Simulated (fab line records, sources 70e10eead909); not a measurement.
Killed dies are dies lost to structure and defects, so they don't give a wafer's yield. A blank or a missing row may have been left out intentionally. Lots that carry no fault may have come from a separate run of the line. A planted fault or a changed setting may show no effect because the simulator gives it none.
Chamber matching + flow nand_harc + NHARC_P_CONTACT_CMP_01 on cmp-04 has 4 sister chambers
The step polishes SiO2, target thk 200 nm. 8 wafers are shown with their chamber, then 11 later ones without.

== EACH WAFER AND ITS CHAMBER ==
| wafer  | chamber | motor_current_A (A) | edge_zone_pressure_frac |
|--------|---------|---------------------|-------------------------|
| L082.2 | 0       | 11.7                | 0.998                   |
| L085.4 | 0       | 12.0                | 0.999                   |
| L085.5 | 2       | 12.8                | 0.997                   |
| L084.2 | 1       | 13.5                | 0.997                   |
| L084.5 | 2       | 12.7                | 0.997                   |
| L087.1 | 1       | 14.5                | 1.007                   |
| L087.6 | 3       | 10.3                | 0.996                   |
| L088.2 | 3       | 10.6                | 1.000                   |

== WAFERS WITH NO CHAMBER GIVEN ==
| wafer  | motor_current_A (A) | edge_zone_pressure_frac |
|--------|---------------------|-------------------------|
| L088.3 | 12.3                | 0.993                   |
| L088.6 | 12.7                | 1.006                   |
| L090.1 | 12.3                | 1.006                   |
| L090.2 | 11.7                | 1.000                   |
| L090.3 | 12.7                | 0.999                   |
| L095.1 | 11.9                | 0.996                   |
| L095.2 | 10.8                | 0.994                   |
| L095.6 | 11.4                | 0.999                   |
| L097.1 | 11.7                | 0.987                   |
| L097.3 | 12.6                | 1.001                   |
| L097.4 | 14.6                | 0.998                   |

== WHICH CHAMBER EACH ONE RAN IN ==
| wafer  | from the rows above          | in truth                   |
|--------|------------------------------|----------------------------|
| L088.3 | can't be placed: 2 or 0      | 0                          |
| L088.6 | can't be placed: 2 or 0 or 1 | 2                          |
| L090.1 | can't be placed: 0 or 2      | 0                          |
| L090.2 | 0                            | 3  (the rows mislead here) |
| L090.3 | can't be placed: 2 or 0      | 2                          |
| L095.1 | can't be placed: 0 or 2      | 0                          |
| L095.2 | can't be placed: 3 or 0      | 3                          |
| L095.6 | can't be placed: 0 or 3      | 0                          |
| L097.1 | can't be placed: 0 or 2 or 3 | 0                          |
| L097.3 | can't be placed: 2 or 0      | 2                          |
| L097.4 | 1                            | 1                          |
Correct placement for 1 of the 11. Not placeable from these rows: 9 (in 9, the candidates include the true chamber). 1 placed wrongly.
How it was worked out, from the rows above alone: a wafer's distance from a chamber is the root of the sum, over the readings, of the square of ((its reading less the chamber's mean) divided by the reading's scatter). If the next closest chamber is less than 2 further off than the closest, the wafer can't be placed; otherwise it belongs to the closest. The mean given for a chamber averages the wafers shown for that chamber. The scatter is the square root of a quotient: the sum, over the shown wafers, of each reading's squared deviation from its chamber's mean, divided by wafers minus chambers.
